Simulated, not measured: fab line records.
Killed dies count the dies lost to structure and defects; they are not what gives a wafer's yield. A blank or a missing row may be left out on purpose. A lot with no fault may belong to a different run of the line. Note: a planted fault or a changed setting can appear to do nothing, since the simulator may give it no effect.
fab line records	flow nand_harc	part 1 of 2: steps 1 to 20 of 30
record: lots: 5	wafers: 15	last_day: 34
route steps=1302 shown A_SLIT@935 A_SIN_REMOVE@947 A_WL_FILL@952
lots with no fault: from the same line, run without faults
start_h: the number of hours between the record's first day and the start of the first shown wafer of the lot	wait_h: hours elapsed since this lot's preceding step	" same as the row above	L1.1+2: a single row standing in for several wafers	- either no value or no given start	* or withheld: withheld	< > ~ a bound
route shown NAME@n: a module of which the file shows steps, and the number in the route of the first	usual: mean/standard deviation taken from wafers without a fault	same: alike in all rows	chamber/n: place in a boat	sites: each site's reading	_std_site: their standard deviation	_edge_site: outer sites' mean less inner sites'	radius_mm: for every site, how far away it sits from the centre of the wafer	mask NAME#n: copy n	behind: the most recent tool/chamber to have shaped the wafer	hold: what put the lot on hold/how long, in hours/how the hold closed	device: which transistor (n, p or np) failed to switch	end of line: the route-end tests of the same wafers	a step with no rows: only its recipe	killed: count of dies lost to structure and defects at first sort (not the wafer's yield)	map: the dies of a wafer, with x for killed, . for not killed, _ for no die there
set.NAME: the setting the step ran with; set.NAME@STEP: the setting that earlier step ran with	model.NAME: the simulator's own value behind a step, which no gauge read
a table for each step, a row for each wafer; lots at some steps of the route
services: when a tool's chamber went out of use (start_h, in hours from the record's first day, below 0 if earlier), for how many hours, and the reason
== steps ==
step: NHARC_A_SLIT_INSPECT_11
usual: raw_defect_count: 53/24
lot.wafer	tool	chamber	start_h	wait_h	raw_defect_count
L077.3	defect_inspect-02	-	471.91	0.0	50
L077.5	"	-	"	"	61
L077.6	"	-	"	"	81
L082.1	defect_inspect-01	-	532.84	0.0	74
L082.2	"	-	"	"	78
L082.3	"	-	"	"	71
L083.1	defect_inspect-01	-	534.16	0.0	74
L083.4	"	-	"	"	65
L083.6	"	-	"	"	88
L088.1	defect_inspect-01	-	574.20	0.0	50
L088.3	"	-	"	"	54
L088.6	"	-	"	"	39
L097.2	defect_inspect-02	-	692.21	0.0	24
L097.4	"	-	"	"	37
L097.6	"	-	"	"	49
step: NHARC_A_SLIT_DESCUM_14
recipe: time_s: 3	o2_flow_sccm: 200	ar_flow_sccm: 0	bias_power_w: 0	chemistry: O2
usual: drypump_motor_current_A: 5.6/0.5	oes_product_au: 1.000/0.01	rf_vpp_V: 58.0/0.92	showerhead_plenum_p_Torr: 1.96/0.078	throttle_valve_pct: 11.311/0.0093
lot.wafer	tool	chamber	start_h	wait_h	drypump_motor_current_A	oes_product_au	rf_hours_counter_h	rf_vpp_V	showerhead_plenum_p_Torr	throttle_valve_pct
L077.3	rie_diel-05	3	471.98	0.1	6.2	1.002	1.4	59.6	2.02	11.316
L077.5	"	1	"	"	5.1	0.990	-	58.0	2.05	11.313
L077.6	"	2	"	"	5.7	0.991	-	59.1	2.05	11.306
L082.3	rie_diel-10	3	532.90	0.1	5.1	1.001	7.9	57.1	2.05	11.312
L082.1	"	1	"	"	5.4	1.012	7.8	57.3	1.80	11.313
L082.2	"	2	"	"	5.0	1.025	7.8	58.0	2.04	11.333
L083.4	rie_diel-05	0	534.22	0.1	5.9	1.011	4.8	56.9	1.93	11.294
L083.1	"	2	"	"	5.7	0.995	4.8	56.6	2.05	11.310
L083.6	"	1	"	"	5.1	1.002	-	57.6	2.05	11.315
L088.3	rie_diel-10	2	574.26	0.1	5.0	1.012	9.8	57.2	2.04	11.298
L088.1	"	0	"	"	6.7	1.000	10.0	58.5	1.89	11.290
L088.6	"	3	"	"	5.2	0.987	-	58.3	2.05	11.315
L097.4	rie_diel-08	0	692.28	0.1	5.1	0.992	8.5	57.2	1.85	11.298
L097.2	"	1	"	"	6.2	0.993	9.2	57.9	1.93	11.309
L097.6	"	3	"	"	5.3	1.003	-	57.7	1.94	11.303
step: NHARC_A_SLIT_ETCH_24
recipe: target_depth_a: 1210	time_s: 60.5	cf4_flow_sccm: 100	chf3_flow_sccm: 30	ar_flow_sccm: 0	rf_w: 500	bias_w: 200	chemistry: CF4/CHF3
usual: drypump_motor_current_A: 5.6/0.5	oes_product_au: 0.965/0.014	rf_vpp_V: 371.8/2.2	showerhead_plenum_p_Torr: 1.61/0.061	throttle_valve_pct: 16.802/0.0092
lot.wafer	tool	chamber	start_h	wait_h	drypump_motor_current_A	oes_product_au	rf_hours_counter_h	rf_vpp_V	showerhead_plenum_p_Torr	throttle_valve_pct
L077.3	rie_diel-05	3	472.06	0.1	6.2	0.960	1.4	373.9	1.66	16.801
L077.6	"	2	"	"	5.7	0.955	-	374.0	1.68	16.821
L077.5	"	3	"	"	6.2	0.964	-	374.2	1.66	16.776
L082.3	rie_diel-10	1	532.98	0.1	5.4	0.976	7.8	368.0	1.49	16.809
L082.2	"	3	"	"	5.2	0.949	7.9	374.3	1.68	16.809
L082.1	"	0	"	"	6.7	0.974	7.8	369.3	1.56	16.800
L083.4	rie_diel-05	3	534.32	0.1	6.2	0.978	5.3	373.6	1.66	16.802
L083.1	"	0	"	"	5.9	0.971	4.8	370.0	1.58	16.795
L083.6	"	2	"	"	5.7	0.988	-	375.0	1.68	16.794
L088.1	rie_diel-10	3	574.35	0.1	5.2	0.956	9.9	374.4	1.68	16.793
L088.3	"	0	"	"	6.7	0.971	10.0	370.2	1.55	16.812
L088.6	"	2	"	"	5.0	0.974	-	373.7	1.67	16.809
L097.2	rie_diel-08	3	692.36	0.1	5.3	0.958	9.8	373.2	1.59	16.802
L097.4	"	0	"	"	5.1	0.951	8.5	368.0	1.52	16.821
L097.6	"	3	"	"	5.3	0.955	-	371.6	1.59	16.798
step: NHARC_A_SLIT_ETCH_15
recipe: target_depth_a: 62000	over_etch_frac: 0.3	time_s: 1612	ion_energy_ev: 150	o2_flow_sccm: 400	cos_flow_sccm: 20	ar_flow_sccm: 0	rf_w: 500	bias_w: 300	chemistry: O2/COS
usual: drypump_motor_current_A: 5.6/0.5	oes_product_au: 1.001/0.01	rf_vpp_V: 315.2/1.9	showerhead_plenum_p_Torr: 3.19/0.12	throttle_valve_pct: 28.330/0.0082
lot.wafer	tool	chamber	start_h	wait_h	drypump_motor_current_A	oes_product_au	rf_hours_counter_h	rf_vpp_V	showerhead_plenum_p_Torr	throttle_valve_pct
L077.3	rie_diel-05	1	-	-	5.1	0.989	1.8	317.3	3.33	28.325
L077.5	"	3	"	"	6.2	0.992	-	316.3	3.29	28.334
L077.6	"	0	"	"	5.9	1.001	-	313.9	3.14	28.331
L082.3	rie_diel-10	2	-	-	5.0	1.012	8.1	316.8	3.32	28.330
L082.2	"	3	"	"	5.2	0.992	8.1	316.7	3.33	28.331
L082.1	"	0	"	"	6.7	1.017	8.1	312.6	3.08	28.337
L083.1	rie_diel-05	0	-	-	5.9	1.006	5.1	315.4	3.14	28.327
L083.4	"	1	"	"	5.1	0.980	5.4	317.2	3.33	28.334
L083.6	"	0	"	"	5.9	1.003	-	313.7	3.14	28.330
L088.1	rie_diel-10	0	-	-	6.7	1.010	10.2	312.6	3.08	28.331
L088.3	"	1	"	"	5.4	0.999	10.1	311.2	2.94	28.333
L088.6	"	3	"	"	5.2	0.992	-	316.2	3.33	28.345
L097.4	rie_diel-08	1	-	-	6.2	0.987	9.4	315.5	3.15	28.329
L097.2	"	3	"	"	5.3	1.006	10.1	315.8	3.16	28.341
L097.6	"	1	"	"	6.2	0.988	-	314.2	3.15	28.333
step: NHARC_A_SLIT_ETCH_17
recipe: bias_v: 900	source_w: withheld	pressure_mtorr: 20	ar_flow_sccm: 375	c4f8_flow_sccm: 83.3	o2_flow_sccm: 41.7	time_s: 4254.5	target_depth_a: 2.03e+05	chemistry: C4F8/O2/Ar
usual: drypump_motor_current_A: 5.82/0.15	he_backside_leak_sccm: 6.0/0.43	showerhead_plenum_p_Torr: 3.71/0.19	throttle_valve_pct: 32.046/0.0095
lot.wafer	tool	chamber	start_h	wait_h	drypump_motor_current_A	he_backside_leak_sccm	rf_hours_counter_h	showerhead_plenum_p_Torr	throttle_valve_pct
L077.3	har_etch-02	1	474.43	-	5.65	5.6	-	3.90	32.063
L077.5	"	1	475.64	-	5.63	5.7	-	3.90	32.055
L077.6	"	0	"	"	5.92	5.5	-	3.91	32.059
L082.1	har_etch-01	1	540.59	-	5.72	6.7	302	3.44	32.042
L082.2	"	0	"	"	6.03	6.3	302	3.62	32.048
L082.3	"	1	"	"	5.76	6.2	-	3.44	32.041
L083.1	har_etch-02	0	541.09	-	5.90	5.5	85	3.89	32.041
L083.4	"	0	542.28	-	5.95	5.2	-	3.89	32.048
L083.6	"	1	544.06	-	5.63	5.7	-	3.88	32.042
L088.1	har_etch-02	1	576.12	-	5.66	5.9	104	3.87	32.047
L088.3	"	1	577.32	-	5.66	5.7	-	3.87	32.057
L088.6	"	1	578.52	-	5.63	5.9	-	3.87	32.049
L097.2	har_etch-02	0	698.40	-	5.92	5.8	173	3.84	32.042
L097.4	"	0	699.60	-	5.94	5.9	-	3.84	32.037
L097.6	"	1	701.38	-	5.67	5.9	-	3.83	32.034
step: NHARC_A_SLIT_ETCH_26
recipe: bias_v: 400	source_w: 2000	pressure_mtorr: 25	time_s: 90	ar_flow_sccm: 375	c4f8_flow_sccm: 41.7	o2_flow_sccm: 83.3	target_depth_a: 4000	chemistry: C4F8/O2/Ar
usual: drypump_motor_current_A: 5.83/0.15	he_backside_leak_sccm: 6.0/0.39	showerhead_plenum_p_Torr: 3.75/0.19	throttle_valve_pct: 27.620/0.0097
lot.wafer	tool	chamber	start_h	wait_h	drypump_motor_current_A	he_backside_leak_sccm	rf_hours_counter_h	showerhead_plenum_p_Torr	throttle_valve_pct
L077.3	har_etch-02	1	476.92	1.9	5.68	5.8	-	3.94	27.603
L077.5	"	1	"	"	5.66	5.7	-	3.94	27.616
L077.6	"	0	"	"	5.94	5.2	-	3.95	27.613
L082.1	har_etch-01	1	544.24	3.0	5.74	6.2	305	3.46	27.614
L082.2	"	0	"	"	6.03	5.9	305	3.65	27.607
L082.3	"	1	"	"	5.77	6.4	-	3.46	27.633
L083.1	har_etch-02	0	544.65	3.0	5.93	5.1	88	3.93	27.638
L083.4	"	0	"	"	5.94	5.6	-	3.93	27.632
L083.6	"	1	"	"	5.66	5.9	-	3.91	27.596
L088.1	har_etch-02	1	579.16	2.4	5.63	5.7	107	3.90	27.614
L088.3	"	1	"	"	5.63	5.9	-	3.90	27.625
L088.6	"	1	"	"	5.63	5.7	-	3.90	27.605
L097.2	har_etch-02	0	701.98	3.0	5.95	5.8	176	3.88	27.623
L097.4	"	0	"	"	5.93	5.8	-	3.88	27.601
L097.6	"	1	"	"	5.65	6.2	-	3.86	27.617
step: NHARC_A_SLIT_STRIP_28
recipe: o2_flow_sccm: 400	cos_flow_sccm: 20	ar_flow_sccm: 0	bias_w: 0	chemistry: O2/COS
lot.wafer	tool	chamber	start_h	wait_h
L077.3+5+6	rie_diel-08	2,0,1	477.67	0.7
L082.3+2+1	rie_diel-05	0,1,2	545.03	0.7
L083.4+1+6	rie_diel-10	2,3,1	545.45	0.7
L088.3+1+6	rie_diel-10	0,2,0	579.93	0.7
L097.2+4+6	rie_diel-05	0,2,3	702.77	0.8
step: NHARC_A_SLIT_ETCH_29
recipe: target_depth_a: 1000	overetch_a: 100	time_s: 55	ion_energy_ev: 100	cf4_flow_sccm: 80	o2_flow_sccm: 20	ar_flow_sccm: 0	rf_w: 300	bias_w: 100	chemistry: CF4/O2
usual: drypump_motor_current_A: 5.6/0.52	oes_product_au: 1.001/0.0098	rf_vpp_V: 198.7/1.3	showerhead_plenum_p_Torr: 1.37/0.055	throttle_valve_pct: 13.397/0.0085
lot.wafer	tool	chamber	start_h	wait_h	drypump_motor_current_A	oes_product_au	rf_hours_counter_h	rf_vpp_V	showerhead_plenum_p_Torr	throttle_valve_pct
L077.3	rie_diel-08	3	477.75	0.1	5.3	1.002	4	198.7	1.36	13.388
L077.6	"	1	"	"	6.2	0.992	-	198.9	1.35	13.389
L077.5	"	2	"	"	5.7	0.991	-	197.9	1.39	13.394
L082.1	rie_diel-05	2	545.12	0.1	5.7	0.996	6	198.8	1.43	13.397
L082.3	"	3	"	"	6.2	1.001	6	200.3	1.41	13.403
L082.2	"	0	"	"	5.9	1.005	7	198.4	1.34	13.411
L083.1	rie_diel-10	1	545.54	0.1	5.4	0.999	9	196.5	1.26	13.406
L083.4	"	2	"	"	5.0	1.014	9	200.4	1.42	13.410
L083.6	"	0	"	"	6.6	1.010	-	198.2	1.32	13.397
L088.1	rie_diel-10	0	580.02	0.1	6.6	1.004	10	196.6	1.32	13.401
L088.3	"	1	"	"	5.4	1.000	10	196.8	1.26	13.411
L088.6	"	3	"	"	5.1	0.999	-	199.3	1.43	13.406
L097.2	rie_diel-05	2	702.89	0.1	5.7	1.002	5	200.5	1.43	13.400
L097.4	"	2	"	"	5.7	0.987	-	200.2	1.43	13.399
L097.6	"	0	"	"	5.9	0.998	-	197.7	1.34	13.391
step: NHARC_A_SLIT_STRIP_18
recipe: o2_flow_sccm: 500	ar_flow_sccm: 0	bias_w: 0	chemistry: O2
usual: drypump_motor_current_A: 5.7/0.51	oes_product_au: 1.001/0.011	rf_vpp_V: 57.9/0.8	showerhead_plenum_p_Torr: 3.61/0.14	throttle_valve_pct: 17.036/0.0088
lot.wafer	tool	chamber	start_h	wait_h	drypump_motor_current_A	oes_product_au	rf_hours_counter_h	rf_vpp_V	showerhead_plenum_p_Torr	throttle_valve_pct
L077.3	rie_diel-08	2	-	-	5.7	0.988	5	57.7	3.67	17.040
L077.6	"	3	"	"	5.3	0.988	-	58.0	3.58	17.036
L077.5	"	0	"	"	5.1	1.000	-	56.4	3.42	17.025
L082.3	rie_diel-05	0	-	-	6.0	1.002	7	57.9	3.55	17.032
L082.1	"	1	"	"	5.1	1.005	7	56.9	3.76	17.024
L082.2	"	2	"	"	5.7	0.986	6	57.4	3.76	17.057
L083.4	rie_diel-10	2	-	-	5.1	1.024	9	56.7	3.75	17.028
L083.1	"	3	"	"	5.2	1.004	9	58.7	3.76	17.031
L083.6	"	1	"	"	5.4	1.008	-	58.3	3.33	17.014
L088.1	rie_diel-10	2	-	-	5.1	1.016	11	59.5	3.75	17.024
L088.3	"	3	"	"	5.2	0.990	11	58.9	3.76	17.052
L088.6	"	2	"	"	5.0	1.025	-	58.2	3.75	17.032
L097.2	rie_diel-05	0	-	-	5.9	0.978	7	57.3	3.54	17.054
L097.4	"	3	"	"	6.2	1.005	-	59.6	3.71	17.041
L097.6	"	0	"	"	5.9	0.987	-	58.1	3.54	17.033
step: NHARC_A_SLIT_PRECLEAN_19
recipe: time_s: *	temp_c: 50	bath_age_min: 0	chemistry: SC1
lot.wafer	tool	chamber	start_h	wait_h
L077.5+6+3	wet_bench-07	3,5,6	478.15	-
L082.3+2+1	wet_bench-03	4,5,7	545.53	-
L083.4+6+1	wet_bench-07	1,3,5	545.94	-
L088.6+1+3	wet_bench-06	0,2,5	580.40	-
L097.6+4+2	wet_bench-06	1,5,6	703.34	-
step: NHARC_A_SLIT_SRD_20
lot.wafer	tool	chamber	start_h	wait_h
L077.5+6+3	wet_bench-07	3,5,6	-	-
L082.3+2+1	wet_bench-03	4,5,7	-	-
L083.4+6+1	wet_bench-07	1,3,5	-	-
L088.6+1+3	wet_bench-06	0,2,5	-	-
L097.6+4+2	wet_bench-06	1,5,6	-	-
step: NHARC_A_SLIT_CD_MEAS_21
usual: cd_nm: 289.6/0.76
lot.wafer	tool	chamber	start_h	wait_h	cd_nm
L077.3	cd_sem-01	-	478.28	-	289.7
L077.5	"	-	"	"	290.1
L077.6	"	-	"	"	290.8
L082.1	cd_sem-03	-	545.66	-	289.8
L082.2	"	-	"	"	289.8
L082.3	"	-	"	"	290.2
L083.1	cd_sem-01	-	546.08	-	287.4
L083.4	"	-	"	"	288.7
L083.6	"	-	"	"	288.8
L088.1	cd_sem-03	-	580.54	-	290.1
L088.3	"	-	"	"	288.6
L088.6	"	-	"	"	289.9
L097.2	cd_sem-02	-	703.48	-	289.3
L097.4	"	-	"	"	290.7
L097.6	"	-	"	"	290.2
step: NHARC_A_SIN_REMOVE_WET_00
recipe: temp_c: 160	time_s: 15300	chemistry: H3PO4
lot.wafer	tool	chamber	start_h	wait_h
L077.3+5+6	wet_h3po4-02	1	479.95	1.7
L082.1+2+3	wet_h3po4-02	0	547.33	1.7
L083.1+4+6	wet_h3po4-02	1	547.33	1.3
L088.1+3+6	wet_h3po4-01	0	582.21	1.7
L097.2+4+6	wet_h3po4-02	0	705.15	1.7
step: NHARC_A_SIN_REMOVE_PRECLEAN_01
recipe: time_s: *	temp_c: 50	bath_age_min: 0	chemistry: SC1
lot.wafer	tool	chamber	start_h	wait_h
L077.3+6+5	wet_bench-01	2,3,5	484.75	0.0
L083.4+1+6	wet_bench-01	5,7,0	552.15	0.0
L082.2+3+1	wet_bench-04	7,0,2	552.15	0.0
L088.6+3+1	wet_bench-09	6,0,1	587.03	0.0
L097.4+2+6	wet_bench-01	2,3,7	709.92	0.0
step: NHARC_A_SIN_REMOVE_SRD_02
lot.wafer	tool	chamber	start_h	wait_h
L077.3+6+5	wet_bench-01	2,3,5	-	-
L083.4+1+6	wet_bench-01	5,7,0	-	-
L082.2+3+1	wet_bench-04	7,0,2	-	-
L088.6+3+1	wet_bench-09	6,0,1	-	-
L097.4+2+6	wet_bench-01	2,3,7	-	-
step: NHARC_A_SIN_REMOVE_INSPECT_04
usual: raw_defect_count: 391/86
lot.wafer	tool	chamber	start_h	wait_h	raw_defect_count
L077.3	defect_inspect-02	-	484.93	0.0	322
L077.5	"	-	"	"	325
L077.6	"	-	"	"	429
L083.1	defect_inspect-01	-	552.32	0.0	373
L083.4	"	-	"	"	452
L083.6	"	-	"	"	350
L082.1	defect_inspect-02	-	552.33	0.0	451
L082.2	"	-	"	"	452
L082.3	"	-	"	"	425
L088.1	defect_inspect-01	-	587.21	0.0	288
L088.3	"	-	"	"	403
L088.6	"	-	"	"	255
L097.2	defect_inspect-02	-	710.11	0.0	376
L097.4	"	-	"	"	351
L097.6	"	-	"	"	386
step: NHARC_A_WL_FILL_ALD_00
recipe: target_thk_a: 30	pulse_time_s: 3	ald_cycles: 30	temp_c: 300	material: Al2O3
usual: heater_power_w: 457/45	precursor_pulse_height_rel: 0.999/0.02
same: pulse_time_s: 3
lot.wafer	tool	chamber	start_h	wait_h	heater_power_w	precursor_pulse_height_rel
L077.3	ald_hk-03	1	485.20	0.3	416	1.012
L077.6	"	1	"	"	417	0.996
L077.5	"	2	"	"	443	1.010
L083.4	ald_hk-04	3	552.39	0.1	468	1.014
L083.1	"	1	"	"	496	0.983
L083.6	"	3	"	"	472	0.973
L082.2	ald_hk-04	0	552.59	0.3	463	1.012
L082.1	"	1	"	"	497	1.020
L082.3	"	2	"	"	427	0.988
L088.3	ald_hk-03	2	587.32	0.1	435	0.985
L088.1	"	3	"	"	520	0.989
L088.6	"	0	"	"	444	1.026
L097.2	ald_hk-01	0	710.20	0.1	370	1.030
L097.4	"	2	"	"	462	0.977
L097.6	"	3	"	"	395	0.987
step: NHARC_A_WL_FILL_RTA_01
recipe: temp_c: 1000	time_s: 5
usual: lamp_power_pct: 29.7/1.2	lamp_zone_3_pct: 29.7/1.2	wafer_temp_C_max: 1004.8/1.4
lot.wafer	tool	chamber	start_h	wait_h	lamp_power_pct	lamp_zone_3_pct	wafer_temp_C_max
L077.3	rtp_anneal-01	0	485.53	-	31.2	31.2	1004.0
L077.5	"	0	"	"	31.2	31.3	1003.6
L077.6	"	0	"	"	31.2	31.2	1003.4
L083.1	rtp_anneal-02	0	552.66	-	28.8	28.7	1008.4
L083.4	"	0	"	"	28.8	28.8	1007.5
L083.6	"	0	"	"	28.8	28.8	1006.8
L082.1	rtp_anneal-01	0	552.82	-	31.2	31.2	1003.6
L082.2	"	0	"	"	31.3	31.3	1002.9
L082.3	"	0	"	"	31.2	31.2	1003.6
L088.1	rtp_anneal-02	0	587.53	-	28.7	28.7	1005.6
L088.3	"	0	"	"	28.7	28.8	1004.8
L088.6	"	0	"	"	28.7	28.7	1005.9
L097.2	rtp_anneal-01	0	710.47	-	31.3	31.2	1003.0
L097.4	"	0	"	"	31.3	31.2	1002.9
L097.6	"	0	"	"	31.2	31.2	1004.0
step: NHARC_A_WL_FILL_ALD_02
recipe: target_thk_a: 20	pulse_time_s: 3	ald_cycles: 100	temp_c: 450	material: TiN
usual: heater_power_w: 1089/140	precursor_pulse_height_rel: 1.003/0.021
same: pulse_time_s: 3
lot.wafer	tool	chamber	start_h	wait_h	heater_power_w	precursor_pulse_height_rel
L077.3	ald_metal-04	0	485.69	0.1	1001	1.016
L077.5	"	0	"	"	1013	0.975
L077.6	"	1	"	"	981	1.003
L083.1	ald_metal-04	3	552.95	0.3	944	0.973
L083.4	"	2	"	"	968	1.014
L083.6	"	3	"	"	945	1.007
L082.3	ald_metal-01	3	553.04	0.1	1102	1.020
L082.1	"	0	"	"	1223	0.997
L082.2	"	2	"	"	987	0.991
L088.1	ald_metal-02	0	587.79	0.2	1050	1.039
L088.3	"	2	"	"	1302	0.991
L088.6	"	2	"	"	1267	1.033
L097.2	ald_metal-04	1	710.66	0.2	909	0.986
L097.4	"	0	"	"	1078	1.014
L097.6	"	1	"	"	925	1.009
step: NHARC_A_WL_FILL_CVD_03
recipe: target_thk_a: 400	temp_c: 300	pressure_torr: 40	wf6_flow_sccm: 40	h2_flow_sccm: 1600	ar_flow_sccm: 1560	time_s: 279	material: W
usual: heater_power_w: 486/37	throttle_valve_pct: 7.9/0.36
lot.wafer	tool	chamber	start_h	wait_h	heater_power_w	throttle_valve_pct
L077.3	cvd_w-01	1	486.22	0.2	524	8.2
L077.6	"	1	"	"	536	8.4
L077.5	"	0	"	"	467	7.9
L082.1	cvd_w-02	0	553.48	0.1	534	7.5
L082.2	"	1	"	"	442	8.1
L082.3	"	1	"	"	444	7.7
L083.1	cvd_w-02	1	553.78	0.3	442	7.8
L083.4	"	0	"	"	524	7.7
L083.6	"	0	"	"	538	7.7
L088.1	cvd_w-02	1	588.30	0.1	439	8.1
L088.3	"	1	"	"	436	8.0
L088.6	"	0	"	"	528	7.8
L097.2	cvd_w-01	1	711.15	0.1	509	8.6
L097.4	"	1	"	"	501	9.0
L097.6	"	1	"	"	498	8.5
